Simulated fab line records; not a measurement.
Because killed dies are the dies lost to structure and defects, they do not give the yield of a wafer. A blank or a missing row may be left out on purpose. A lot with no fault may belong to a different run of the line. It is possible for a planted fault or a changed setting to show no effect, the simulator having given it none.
Split-lot study -- flow n5_finfet -- 21 wafers read across 7 lots, on a route 1938 steps long

ON THE SPLIT
At N5_BEOL_M4_ETCH_64 (etches SOC in N2/H2, target depth 75 nm, overetch 22.5 nm, time 121.9 s), the setting bias_w was moved away from the recipe's 150 W on 5 of the 21 wafers read, by -9.9% to +4.5%. The other wafers ran this setting at the recipe's value.

Reading taken at the split's own step.

THE READING
rf_vpp_V, in V, at N5_BEOL_M4_ETCH_64 (etches SOC in N2/H2, target depth 75 nm, overetch 22.5 nm, time 121.9 s). On this fab line, fault-free wafers typically give 523.7 V with a standard deviation of 1.8 V.

wafer,"tool, chamber at the split","bias_w as run, W",against the recipe,"rf_vpp_V, V",against lot-mates on the recipe
L076.1,"rie_diel-06, 3",150,recipe,525.7,-
L076.5,"rie_diel-06, 0",156.8,+4.5%,540.7,+14.8
L076.6,"rie_diel-06, 3",150,recipe,526.2,-
L078.1,"rie_diel-05, 0",150,recipe,522.2,-
L078.2,"rie_diel-05, 2",150,recipe,520.3,-
L078.4,"rie_diel-05, 1",150,recipe,525.1,-
L080.1,"rie_diel-06, 3",137.3,-8.5%,498.5,-23.6
L080.2,"rie_diel-06, 2",150,recipe,522.1,-
L080.5,"rie_diel-06, 2",137.3,-8.5%,494.9,-27.2
L084.2,"rie_diel-05, 1",150,recipe,525.6,-
L084.3,"rie_diel-05, 0",150,recipe,522.5,-
L084.6,"rie_diel-05, 3",150,recipe,524.4,-
L090.1,"rie_diel-06, 3",150,recipe,526.0,-
L090.3,"rie_diel-06, 2",150,recipe,524.0,-
L090.5,"rie_diel-06, 3",150,recipe,525.9,-
L093.1,"rie_diel-05, 0",150,recipe,521.6,-
L093.3,"rie_diel-05, 1",135.1,-9.9%,492.4,-29.2
L093.4,"rie_diel-05, 2",135.1,-9.9%,487.0,-34.6
L095.1,"rie_diel-05, 2",150,recipe,519.4,-
L095.3,"rie_diel-05, 1",150,recipe,524.1,-
L095.6,"rie_diel-05, 1",150,recipe,525.3,-

THE FIT
A straight line over all 21 wafers: rf_vpp_V changes by +3.37 V for each +1% of bias_w; r = +0.99; the points scatter about the line by 2.3 V.
The same after taking each lot's own level away (the mean of its wafers on the recipe; 21 wafers): +3.14 V for each +1%; r = +0.99; scatter 1.8 V.
According to that fit, moving bias_w by its largest amount changes the reading by 31 V.
The lots' own levels span 521.60 to 525.95 V, that is 2.4 times the standard deviation above.
So the lot-to-lot level changes the slope little: the two slopes agree.
Check: -31.8 V against its lot-mates is what the line predicts for one of the wafers moved furthest among these (-9.9%) when that wafer is left out of the fit. Against them it came out at -29.2 V.
Tool readings at the split's step, against how far the setting was moved: rf_vpp_V r = +0.99.

OTHER SPLITS ON THESE WAFERS
Note: prior to the reading, these wafers also went through further splits. Each is held against what the fit with the lots' levels taken away leaves over:
other split on the same wafers,wafers away from the commonest value,r with rf_vpp_V (lot level and that fit taken away)
N5_SDB_COAT_03 spin_rpm,10,+0.07
N5_HKMG_FIN_ETCH_54 source_w,6,+0.24
N5_HKMG_FIN_COAT_30 spin_rpm,4,-0.22
N5_MOL_CONTACT_COAG_ETCH_105 bias_w,11,-0.02
N5_MOL_CONTACT_COAG_ALD_133 ald_cycles,9,+0.04
N5_BEOL_M0_DEP_125 time_s,7,-0.03
N5_BEOL_M1_ILD_DEP_00 time_s,7,+0.02
N5_BEOL_M2_COAT_62 spin_rpm,9,-0.02
N5_BEOL_M2_DESCUM_16 time_s,10,-0.20
N5_BEOL_M3_ETCH_70 source_w,8,+0.36

FILE'S OWN FIT
rf_vpp_V changes by +3.14 V for each +1% of bias_w, r = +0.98.
